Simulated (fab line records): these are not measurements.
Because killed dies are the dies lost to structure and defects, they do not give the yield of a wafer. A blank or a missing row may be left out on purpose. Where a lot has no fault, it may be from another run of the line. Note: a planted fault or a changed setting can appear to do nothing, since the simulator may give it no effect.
fab line records    flow n5_finfet
[record] lots = 7  wafers = 21  last_day = 17
route steps=1938 shown BEOL_M2@861 BEOL_M4@1111 PASSIVATION@1936
lots that met no fault: from a run of the same line without faults
start_h: start of the lot's first displayed wafer, in hours after the record's first day    wait_h: how many hours have passed since the lot's step before this one    " as in the row above    L1.1+2: one row covering several wafers at once    - value missing, or start not given    * or withheld: withheld    < > ~ a bound
route shown NAME@n: NAME is a module with steps in the file, n the number in the route of the first one    usual: the fault-free wafers' mean and standard deviation    same: alike in all rows    chamber/n: place in a boat    sites: the reading at each site    _std_site: how widely they spread, as a standard deviation    _edge_site: mean of outer sites minus mean of inner sites    radius_mm: for every site, how far away it sits from the centre of the wafer    mask NAME#n: copy n    behind: the tool/chamber that last shaped the wafer    hold: what put the lot on hold/how long, in hours/how the hold closed    device: the transistor (n, p or np) that didn't switch    end of line: the same wafers' tests at the end of the route    a step with no rows: only its recipe    killed: dies that structure and defects cost at the first sort, which is not the same as the wafer's yield    map: the dies of a wafer, with x for killed, . for not killed, _ for no die there
set.NAME: the run value of the setting; set.NAME@STEP: its run value at that earlier step    model.NAME: the simulator's own value behind a step, which no gauge read
a table for each step, a row for each wafer; lots at some steps of the route
services: from which hour (start_h, from the record's first day; less than 0 if before it) a tool's chamber was out of use, for how many hours, and why
[[steps]]
[step N5_BEOL_M2_STRIP_65]
[recipe] chemistry = N2/H2  temp_c = 40  n2_flow_sccm = 200  h2_flow_sccm = 200  rf_frequency_hz = 6e+07
[step N5_BEOL_M2_STRIP_75]
[recipe] chemistry = N2/H2  temp_c = 40  n2_flow_sccm = 200  h2_flow_sccm = 200  rf_frequency_hz = 6e+07
[step N5_BEOL_M2_STRIP_66]
[recipe] chemistry = CF4  resist = SiARC  power_w = 300  bias_power_w = 75  pressure_mtorr = 50  cf4_flow_sccm = 150  rf_frequency_hz = 6e+07
[usual] chamber_pressure_mTorr = 50.00/0.05  drypump_motor_current_A = 5.8/0.63  oes_product_au = 0.75/0.07  rf_vpp_V = 270.7/1.4  showerhead_plenum_p_Torr = 1.78/0.054  throttle_valve_pct = 13.62/0.23
lot.wafer  tool         chamber  start_h  wait_h  chamber_pressure_mTorr  drypump_motor_current_A  oes_product_au  rf_hours_counter_h  rf_vpp_V  showerhead_plenum_p_Torr  throttle_valve_pct
L180.3     rie_diel-01  2        157.09   0.0     50.00                   6.7                      0.76            159                 271.3     1.80                      13.59
L180.4     "            1        "        "       49.99                   5.2                      0.74            -                   271.2     1.78                      13.83
L180.5     "            2        "        "       49.92                   6.7                      0.76            -                   270.4     1.81                      13.59
L190.1     rie_diel-06  0        220.29   0.0     50.03                   6.4                      0.72            177                 270.1     1.72                      13.82
L190.4     "            3        "        "       50.00                   4.8                      0.75            -                   271.4     1.71                      13.49
L190.5     "            3        "        "       50.05                   4.8                      0.75            -                   268.7     1.71                      13.49
L192.4     rie_diel-05  0        226.65   0.0     50.06                   5.3                      0.66            241                 270.9     1.85                      13.82
L192.5     "            1        "        "       50.06                   6.0                      0.80            -                   271.9     1.74                      13.58
L192.6     "            2        "        "       49.96                   5.6                      0.76            -                   270.7     1.79                      13.59
L193.1     rie_diel-05  0        236.47   0.0     50.01                   5.3                      0.66            246                 271.5     1.85                      13.83
L193.3     "            1        "        "       50.06                   6.0                      0.80            88                  271.0     1.74                      13.58
L193.5     "            0        "        "       49.88                   5.3                      0.66            -                   272.0     1.85                      13.82
L194.1     rie_diel-05  1        242.01   0.0     49.97                   5.9                      0.80            90                  268.8     1.74                      13.60
L194.3     "            0        "        "       50.09                   5.3                      0.66            247                 273.5     1.85                      13.82
L194.6     "            3        "        "       50.00                   6.7                      0.70            -                   268.8     1.71                      13.86
L197.1     rie_diel-06  1        256.30   0.0     49.94                   5.8                      0.91            16                  271.3     1.82                      13.21
L197.2     "            2        "        "       49.88                   5.3                      0.80            90                  269.1     1.74                      13.31
L197.3     "            0        "        "       49.99                   6.4                      0.71            186                 270.4     1.72                      13.84
L196.1     rie_diel-05  0        256.46   0.0     49.99                   5.2                      0.65            255                 272.8     1.84                      13.83
L196.2     "            3        "        "       50.07                   6.7                      0.69            235                 269.6     1.70                      13.87
L196.5     "            1        "        "       49.98                   5.9                      0.79            -                   270.2     1.74                      13.62
[step N5_BEOL_M2_HM_OPEN_17]
[recipe] chemistry = Cl2/BCl3  target_depth_a = 200  overetch_a = 60  target = TiN  mask_material = SOC  ion_energy_ev = 150  pressure_mtorr = 10  icp_w = 1000  bias_w = 126  Cl2_flow_sccm = 53.25  bcl3_flow_sccm = 21.75  Ar_flow_sccm = 25
[usual] chamber_pressure_mTorr = 10.000/0.0086  drypump_motor_current_A = 6.1/0.39  he_backside_leak_sccm = 3.39/0.26  oes_product_au = 0.63/0.081  throttle_valve_pct = 22.11/0.26
lot.wafer  tool          chamber  start_h  wait_h  chamber_pressure_mTorr  drypump_motor_current_A  he_backside_leak_sccm  oes_product_au  rf_hours_counter_h  throttle_valve_pct
L180.3     rie_metal-03  0        157.16   0.1     9.980                   5.3                      3.44                   0.55            -                   21.93
L180.4     "             1        "        "       10.011                  6.4                      3.23                   0.63            -                   22.39
L180.5     "             0        "        "       10.002                  5.3                      3.53                   0.55            -                   21.92
L190.1     rie_metal-01  0        220.34   0.0     9.992                   6.2                      3.35                   0.57            100                 22.23
L190.4     "             0        "        "       10.008                  6.3                      3.08                   0.56            -                   22.25
L190.5     "             0        "        "       10.010                  6.3                      3.42                   0.57            -                   22.25
L192.4     rie_metal-01  1        226.75   0.1     10.000                  6.3                      3.33                   0.71            -                   21.72
L192.5     "             1        "        "       10.002                  6.3                      3.27                   0.71            -                   21.70
L192.6     "             0        "        "       9.985                   6.3                      3.43                   0.57            -                   22.25
L193.1     rie_metal-03  0        236.51   0.0     9.989                   5.3                      3.44                   0.54            115                 21.94
L193.3     "             0        "        "       10.010                  5.3                      3.52                   0.53            -                   21.97
L193.5     "             0        "        "       9.990                   5.3                      3.51                   0.54            -                   21.94
L194.1     rie_metal-01  1        242.05   0.0     9.995                   6.3                      3.54                   0.70            26                  21.72
L194.3     "             0        "        "       9.982                   6.2                      3.29                   0.57            -                   22.24
L194.6     "             0        "        "       10.000                  6.2                      3.39                   0.56            -                   22.24
L197.1     rie_metal-03  1        256.35   0.0     10.000                  6.4                      3.42                   0.61            65                  22.43
L197.2     "             0        "        "       10.006                  5.3                      3.71                   0.53            116                 21.95
L197.3     "             1        "        "       9.993                   6.4                      3.35                   0.60            -                   22.43
L196.1     rie_metal-02  0        256.50   0.0     9.977                   5.9                      3.14                   0.83            0                   22.12
L196.2     "             1        "        "       9.998                   5.9                      3.46                   0.69            23                  22.19
L196.5     "             1        "        "       10.000                  5.9                      3.58                   0.70            -                   22.16
[step N5_BEOL_M2_STRIP_19]
[recipe] chemistry = O2  power_w = 400  temp_c = 40  pressure_mtorr = 30  rf_frequency_hz = 6e+07  bias_power_w = 0  overash_fraction = 0.2  o2_flow_sccm = 225
[usual] chamber_pressure_mTorr = 29.998/0.025  drypump_motor_current_A = 5.9/0.61  oes_product_au = 0.77/0.088  rf_vpp_V = 3.7/0.44  showerhead_plenum_p_Torr = 2.08/0.072  throttle_valve_pct = 16.68/0.23
lot.wafer  tool         chamber  start_h  wait_h  chamber_pressure_mTorr  drypump_motor_current_A  oes_product_au  rf_hours_counter_h  rf_vpp_V  showerhead_plenum_p_Torr  throttle_valve_pct
L180.3     rie_diel-01  2        157.24   0.1     29.991                  6.7                      0.77            159                 3.7       2.12                      16.68
L180.4     "            1        "        "       29.971                  5.2                      0.72            -                   3.7       2.08                      16.88
L180.5     "            3        "        "       30.036                  5.9                      0.68            -                   4.3       2.14                      16.70
L190.1     rie_diel-05  0        220.45   0.1     29.953                  5.2                      0.66            239                 3.4       2.17                      16.86
L190.4     "            2        "        "       30.000                  5.6                      0.76            152                 3.2       2.10                      16.71
L190.5     "            2        "        "       29.950                  5.6                      0.76            -                   3.4       2.11                      16.70
L192.4     rie_diel-06  2        226.83   0.1     30.035                  5.3                      0.81            82                  3.3       2.02                      16.33
L192.5     "            3        "        "       30.005                  4.8                      0.75            -                   4.0       2.00                      16.57
L192.6     "            0        "        "       29.969                  6.4                      0.72            -                   3.7       2.01                      16.95
L193.1     rie_diel-05  0        236.62   0.1     29.993                  5.2                      0.66            246                 4.0       2.16                      16.88
L193.3     "            1        "        "       29.963                  6.0                      0.81            88                  3.4       2.05                      16.82
L193.5     "            3        "        "       30.005                  6.7                      0.71            -                   3.7       1.97                      16.85
L194.1     rie_diel-06  0        242.16   0.1     30.021                  6.4                      0.71            180                 3.8       2.01                      16.95
L194.3     "            3        "        "       30.003                  4.8                      0.74            160                 4.1       2.00                      16.60
L194.6     "            3        "        "       30.023                  4.8                      0.74            -                   3.9       2.00                      16.60
L197.1     rie_diel-01  2        256.46   0.1     30.023                  6.7                      0.74            200                 4.2       2.10                      16.75
L197.2     "            3        "        "       29.983                  5.9                      0.95            11                  3.4       2.13                      16.26
L197.3     "            0        "        "       30.008                  6.2                      0.91            33                  3.6       2.22                      16.21
L196.1     rie_diel-01  2        256.61   0.1     29.959                  6.7                      0.74            200                 4.1       2.10                      16.77
L196.2     "            0        "        "       29.959                  6.2                      0.91            33                  3.1       2.22                      16.18
L196.5     "            3        "        "       29.981                  5.9                      0.95            -                   2.9       2.13                      16.27
[step N5_BEOL_M2_CD_MEAS_18]
[recipe] pitch_nm = 36  target_cd_nm = 18
[usual] cd_nm = 18.1/0.33
lot.wafer  tool       chamber  start_h  wait_h  cd_nm
L180.3     cd_sem-03  -        157.31   0.1     18.1
L180.4     "          -        "        "       17.7
L180.5     "          -        "        "       17.8
L190.1     cd_sem-03  -        220.52   0.0     18.5
L190.4     "          -        "        "       18.2
L190.5     "          -        "        "       18.0
L192.4     cd_sem-02  -        226.91   0.1     17.7
L192.5     "          -        "        "       17.8
L192.6     "          -        "        "       18.1
L193.1     cd_sem-03  -        236.69   0.0     18.2
L193.3     "          -        "        "       18.8
L193.5     "          -        "        "       18.0
L194.1     cd_sem-02  -        242.23   0.0     17.9
L194.3     "          -        "        "       18.1
L194.6     "          -        "        "       18.3
L197.1     cd_sem-02  -        256.53   0.0     18.2
L197.2     "          -        "        "       17.6
L197.3     "          -        "        "       17.7
L196.1     cd_sem-03  -        256.68   0.0     17.8
L196.2     "          -        "        "       18.2
L196.5     "          -        "        "       18.2
[step N5_BEOL_M2_COAT_67]
[recipe] resist = SOC  temp_c = 250  time_s = 60  spin_rpm = 1500  resist_thk_nm = 60
[step N5_BEOL_M2_COAT_68]
[recipe] resist = SiARC  temp_c = 220  time_s = 60  spin_rpm = 1500  resist_thk_nm = 12
[step N5_BEOL_M2_COAT_76]
[recipe] resist = underlayer  temp_c = 205  time_s = 60  spin_rpm = 1500  resist_thk_nm = 5
[step N5_BEOL_M2_COAT_22]
[recipe] resist = CAR-EUV  spin_rpm = 1500  resist_thk_nm = 30
[step N5_BEOL_M2_EBR_24]
[recipe] solvent = PGMEA  ebr_width_mm = 1.5
[step N5_BEOL_M2_SOFTBAKE_23]
[recipe] temp_c = 110  time_s = 60  resist = CAR-EUV
[step N5_BEOL_M2_EXPOSE_25]
[recipe] mask_id = V1  na = 0.33  source_shape = quasar  sigma_inner = 0.2  sigma_outer = 0.8  polarization = unpolarized  defocus_nm = 5  dose_mj = 63
lot.wafer   tool            chamber  start_h  wait_h  mask  model.BEOL_M2.overlay_x_nm
L180.3+4+5  euv_scanner-01  0        157.50   -       V1#0  -0.6
L190.1+4+5  euv_scanner-02  0        220.70   -       V1#0  -0.2
L192.4+5+6  euv_scanner-02  0        227.23   -       V1#0  8.2
L193.1+3+5  euv_scanner-02  0        236.98   -       V1#0  8
L194.1+3+6  euv_scanner-02  0        242.40   -       V1#0  8.2
L197.1+2+3  euv_scanner-01  0        256.70   -       V1#0  -0.2
L196.1+2+5  euv_scanner-01  0        256.85   -       V1#0  -0.4
[step N5_BEOL_M2_PEB_26]
[recipe] peb_temp_c = 100  peb_time_s = 60  resist = CAR-EUV
[step N5_BEOL_M2_DEVELOP_27]
[recipe] develop_time_s = 30  developer = TMAH  resist = CAR-EUV  rinse_liquid = surfactant_rinse  dry = air_spin  dev_temp_c = 23
[step N5_BEOL_M2_CD_MEAS_28]
[recipe] target_cd_nm = 26.2  landing_energy_ev = 500  detector = se_inlens  target_cd_y_nm = 24.1  polarity = opening
[usual] cd_nm = 26.24/0.28
lot.wafer  tool       chamber  start_h  wait_h  cd_nm
L180.3     cd_sem-01  0        157.63   -       25.88
L180.4     "          0        "        "       26.17
L180.5     "          0        "        "       26.22
L190.1     cd_sem-03  0        220.84   -       26.34
L190.4     "          0        "        "       26.19
L190.5     "          0        "        "       26.33
L192.4     cd_sem-02  0        227.35   -       26.47
L192.5     "          0        "        "       26.17
L192.6     "          0        "        "       26.64
L193.1     cd_sem-03  0        237.13   -       26.68
L193.3     "          0        "        "       26.85
L193.5     "          0        "        "       26.74
L194.1     cd_sem-01  0        242.56   -       26.57
L194.3     "          0        "        "       26.93
L194.6     "          0        "        "       26.20
L197.1     cd_sem-01  0        256.85   -       26.58
L197.2     "          0        "        "       26.21
L197.3     "          0        "        "       26.27
L196.1     cd_sem-01  0        257.00   -       26.11
L196.2     "          0        "        "       26.27
L196.5     "          0        "        "       25.86
[step N5_BEOL_M2_OVL_MEAS_29]
[recipe] points_per_wafer = 522
[usual] V1_OVL = -0.2/0.57
lot.wafer  tool        chamber  start_h  wait_h  V1_OVL[nm]
L180.3     overlay-01  0        157.67   0.0     -0.9
L180.4     "           0        "        "       -0.9
L180.5     "           0        "        "       -1.5
L190.1     overlay-01  0        220.87   0.0     -0.6
L190.4     "           0        "        "       0.1
L190.5     "           0        "        "       0.0
L192.4     overlay-02  0        227.40   0.0     8.2
L192.5     "           0        "        "       9.0
L192.6     "           0        "        "       7.4
L193.1     overlay-02  0        237.16   0.0     7.1
L193.3     "           0        "        "       7.4
L193.5     "           0        "        "       7.2
L194.1     overlay-01  0        242.59   0.0     7.8
L194.3     "           0        "        "       8.1
L194.6     "           0        "        "       8.9
L197.1     overlay-02  0        256.88   0.0     0.1
L197.2     "           0        "        "       0.0
L197.3     "           0        "        "       0.0
L196.1     overlay-02  0        257.03   0.0     -1.2
L196.2     "           0        "        "       0.1
L196.5     "           0        "        "       -0.1
[step N5_BEOL_M2_INSPECT_30]
[recipe] mode = adi  inspect_instrument = brightfield
[usual] raw_defect_count = 423/97
lot.wafer  tool               chamber  start_h  wait_h  raw_defect_count
L180.3     defect_inspect-01  -        157.72   0.0     432
L180.4     "                  -        "        "       392
L180.5     "                  -        "        "       350
L190.1     defect_inspect-01  -        220.93   0.1     392
L190.4     "                  -        "        "       465
L190.5     "                  -        "        "       425
L192.4     defect_inspect-02  -        227.44   0.0     437
L192.5     "                  -        "        "       320
L192.6     "                  -        "        "       418
L193.1     defect_inspect-02  -        237.22   0.1     451
L193.3     "                  -        "        "       380
L193.5     "                  -        "        "       375
L194.1     defect_inspect-01  -        242.65   0.1     378
L194.3     "                  -        "        "       459
L194.6     "                  -        "        "       530
L197.1     defect_inspect-01  -        256.94   0.1     576
L197.2     "                  -        "        "       654
L197.3     "                  -        "        "       497
L196.1     defect_inspect-01  -        257.09   0.1     203
L196.2     "                  -        "        "       395
L196.5     "                  -        "        "       218
[step N5_BEOL_M4_RC_MEAS_101]
[usual] DIBL_N = 36.5/2  DIBL_P = 36.5/2.3  IOFF_N = 0.16/0.036  IOFF_P = 0.21/0.037  ION_N = 672/12  ION_P = 459/7.1  SS_N = 71.6/0.73  SS_P = 73.4/0.76  VT_N = 250/3.3  VT_P = -250.5/2.9
lot.wafer  tool       chamber  start_h  wait_h  DIBL_N[mV/V]  DIBL_P[mV/V]  IOFF_N[nA/um]  IOFF_P[nA/um]  ION_N[uA/um]  ION_P[uA/um]  SS_N[mV/dec]  SS_P[mV/dec]  VT_N[mV]  VT_P[mV]
L180.3     prober-01  0        199.73   0.3     36.9          35.4          0.15           0.18           661           446           71.9          73.3          252       -254.4
L180.4     "          0        "        "       34.8          33.5          0.12           0.17           655           448           70.8          72.5          253       -254.3
L180.5     "          0        "        "       39.9          40.3          0.22           0.28           683           467           71.9          74.7          245       -246.8
L190.1     prober-02  0        257.60   0.0     40.6          41.6          0.23           0.31           680           466           72.2          74.7          245       -246.1
L190.4     "          0        "        "       40.2          39.0          0.21           0.25           649           444           73.9          73.9          249       -250.4
L190.5     "          0        "        "       37.8          38.2          0.16           0.24           648           452           72.4          73.2          254       -251.2
L192.4     prober-02  0        263.16   0.5     38.0          36.4          0.15           0.22           680           462           71.2          72.7          253       -250.4
L192.5     "          0        "        "       39.0          36.9          0.18           0.22           651           445           72.9          73.1          252       -249.4
L192.6     "          0        "        "       37.3          35.8          0.14           0.21           660           457           71.6          72.7          251       -249.5
L194.1     prober-02  0        274.13   0.0     34.9          33.7          0.13           0.20           664           466           71.1          72.7          253       -248.9
L194.3     "          0        "        "       37.1          35.2          0.15           0.22           654           449           71.9          72.9          255       -250.1
L194.6     "          0        "        "       36.9          36.0          0.16           0.24           681           473           71.1          73.3          250       -245.5
L193.1     prober-01  0        280.17   0.0     36.2          34.6          0.16           0.19           672           456           71.8          74.1          247       -253.7
L193.3     "          0        "        "       34.5          32.5          0.12           0.16           665           454           71.2          72.4          255       -256.7
L193.5     "          0        "        "       35.0          33.4          0.13           0.17           671           459           70.8          72.3          249       -251.9
L197.1     prober-01  0        297.09   0.1     36.4          36.7          0.16           0.22           673           460           71.3          73.1          250       -250.8
L197.2     "          0        "        "       39.6          40.7          0.24           0.29           696           467           72.8          74.5          242       -244.7
L197.3     "          0        "        "       34.6          35.0          0.13           0.18           672           457           71.8          72.6          252       -252.3
L196.1     prober-02  0        297.75   0.0     35.9          35.4          0.14           0.17           673           456           71.2          73.2          253       -256.2
L196.2     "          0        "        "       36.1          36.0          0.13           0.18           663           453           71.7          72.7          254       -255.0
L196.5     "          0        "        "       37.2          37.3          0.16           0.20           682           459           71.3          73.0          251       -253.5
[step N5_PASSIVATION_PROBE_49]
[usual] defect_limited_yield = 91.4/1.4  killed_at_M0_to_M3 = 33/11  killed_at_M4_up = 13/5.3  killed_at_contacts = 13/6.1  killed_at_front_end = 40/11  killed_at_other = 2.9/2.7  killed_dies = 102/17  killed_open = 68/13  killed_short = 32/7.5  sort_bin_5_function = 5.1/0.98  sort_bin_6_memory = 3.2/0.69  sort_bin_8_speed = 0.1/1.1  sort_n_pass = 1077/21  sort_yield_pct = 91.3/1.7
[same] gross_dies = 1180  killed_at_back_side = 0  sort_bin_4_leakage[%] = 0
lot.wafer  tool       chamber  start_h  wait_h  defect_limited_yield[%]  killed_at_M0_to_M3  killed_at_M4_up  killed_at_contacts  killed_at_front_end  killed_at_other  killed_dies  killed_open  killed_short  sort_bin_5_function[%]  sort_bin_6_memory[%]  sort_bin_8_speed[%]  sort_n_pass  sort_yield_pct[%]
L192.4     prober-02  -        383.46   0.2     90.8                     55                  10               12                  31                   1                109          78           29            5.3                     3.7                   0                    1071         90.8
L193.1     prober-01  -        399.58   0.0     89.2                     62                  24               10                  31                   1                128          86           42            6.4                     4.0                   0                    1052         89.2
L193.3     prober-01  -        399.68   0.1     88.0                     37                  28               9                   66                   2                142          94           46            6.5                     5.3                   0                    1038         88.0
L193.5     prober-01  -        399.78   0.2     92.8                     27                  10               16                  26                   6                85           56           27            4.7                     2.2                   0                    1095         92.8
L196.2     prober-01  -        409.02   0.1     90.3                     53                  9                16                  33                   4                115          84           30            5.3                     4.2                   0                    1065         90.3
L196.5     prober-01  -        409.17   0.2     90.4                     45                  20               21                  26                   1                113          82           28            6.1                     3.3                   0                    1067         90.4
// killed by level:class
L192.4 BEOL_M3:geometric_particle:open=12 MOL_CONTACT_COAG:geometric_particle:open=11 BEOL_M0_SAQP:geometric_particle:open=11 FIN_SAQP:geometric_particle:open=10 FIN_SAQP:geometric_particle:short=9 BEOL_M0:geometric_particle:open=9 BEOL_M1:geometric_particle:open=8 BEOL_M0_SAQP:geometric_particle:short=7
L193.1 BEOL_M0_SAQP:geometric_particle:short=15 BEOL_M0_SAQP:geometric_particle:open=15 MOL_CONTACT_COAG:geometric_particle:open=9 BEOL_M3:geometric_particle:open=9 BEOL_M4:geometric_particle:open=9 FIN_SAQP:geometric_particle:open=8 STI_FIN_REVEAL:geometric_particle:open=8 BEOL_M2:geometric_particle:open=7
L193.3 STI_FIN_REVEAL:geometric_particle:open=16 BEOL_M4:geometric_particle:open=14 FIN_SAQP:geometric_particle:short=13 FIN_SAQP:geometric_particle:open=12 BEOL_M0_SAQP:geometric_particle:open=10 GATE_CUT:geometric_particle:short=8 MOL_CONTACT_COAG:geometric_particle:open=8 BEOL_M0_SAQP:geometric_particle:short=7
L193.5 MOL_CONTACT_COAG:geometric_particle:open=11 BEOL_M0_SAQP:geometric_particle:open=8 BEOL_M4:geometric_particle:open=7 MOL_CONTACT_COAG:geometric_particle:short=5 STI_FIN_REVEAL:geometric_particle:open=4 STARTING-WAFER:geometric_particle:open=4 PASS1_CAP:geometric_particle:short=4 DUMMY_GATE:geometric_particle:open=3
L196.2 BEOL_M2:geometric_particle:open=14 MOL_CONTACT_COAG:geometric_particle:open=12 BEOL_M1:geometric_particle:open=12 STI_FIN_REVEAL:geometric_particle:open=11 BEOL_M0_SAQP:geometric_particle:open=10 BEOL_M0_SAQP:geometric_particle:short=8 DUMMY_GATE:geometric_particle:open=5 BEOL_M3:geometric_particle:open=4
L196.5 MOL_CONTACT_COAG:geometric_particle:open=17 BEOL_M4:geometric_particle:open=11 BEOL_M0_SAQP:geometric_particle:short=9 BEOL_M1:geometric_particle:open=9 BEOL_M2:geometric_particle:open=8 BEOL_M0_SAQP:geometric_particle:open=7 BEOL_M3:geometric_particle:open=6 STI_FIN_REVEAL:geometric_particle:open=5
[[services]]
tool            chamber  start_h  hours  kind
rie_metal-02    -        140.17   10.0   pm
euv_scanner-02  -        140.89   4.6    pm
euv_scanner-02  -        152.33   1.0    pm
rie_diel-01     0        153.21   -      clean
rie_diel-01     0        153.21   -      consumable_replace:focus_ring
rie_diel-05     0        156.68   4.6    repair
rie_diel-06     0        176.57   2.9    repair
rie_diel-01     3        183.44   7.2    repair
euv_scanner-01  -        185.75   1.0    pm
rie_metal-03    1        198.33   4.6    repair
rie_diel-06     1        199.25   14.5   repair
euv_scanner-02  -        208.48   1.0    pm
rie_diel-06     -        209.18   0.3    repair
rie_diel-06     -        210.01   4.8    repair
rie_diel-06     1        216.20   8.8    repair
rie_diel-06     2        216.94   4.0    repair
rie_metal-03    0        219.50   2.8    repair
rie_diel-06     0        227.20   14.4   repair
euv_scanner-01  -        227.72   1.2    repair
rie_diel-05     -        236.83   0.2    repair
rie_diel-06     2        241.76   6.5    repair
euv_scanner-01  -        241.90   1.0    pm
euv_scanner-01  -        244.25   1.2    repair
rie_diel-01     1        255.42   3.4    repair
[[key]]
[first_sign] step = N5_BEOL_M2_OVL_MEAS_29  reading = V1_OVL  direction = up  sigmas = 14  usual = -0.2  struck = 7.9
effect none on later readings
[model_effect] step = N5_BEOL_M2_EXPOSE_25  value = BEOL_M2.overlay_x_nm  without = 0.1333  struck = 8.133
met_at N5_BEOL_M2_EXPOSE_25
struck_wafers L192.4,L192.5,L192.6,L193.1,L193.3,L193.5,L194.1,L194.3,L194.6
rows_end L194.1,L194.3,L194.6
onset_between 220.70 227.23
[earlier_fault] kind = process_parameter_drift  tool = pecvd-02  chamber = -  onset_h = 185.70  steps = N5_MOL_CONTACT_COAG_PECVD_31  channel = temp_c  offset = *  shape = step  acts_in = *  stated = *
[fault] kind = scanner_matching_overlay  tool = euv_scanner-02  chamber = -  onset_h = 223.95  steps = N5_BEOL_M2_EXPOSE_25  offset = 7.9632
// rows_end: these wafers met a further fault down the route, and their rows from its step on are left out
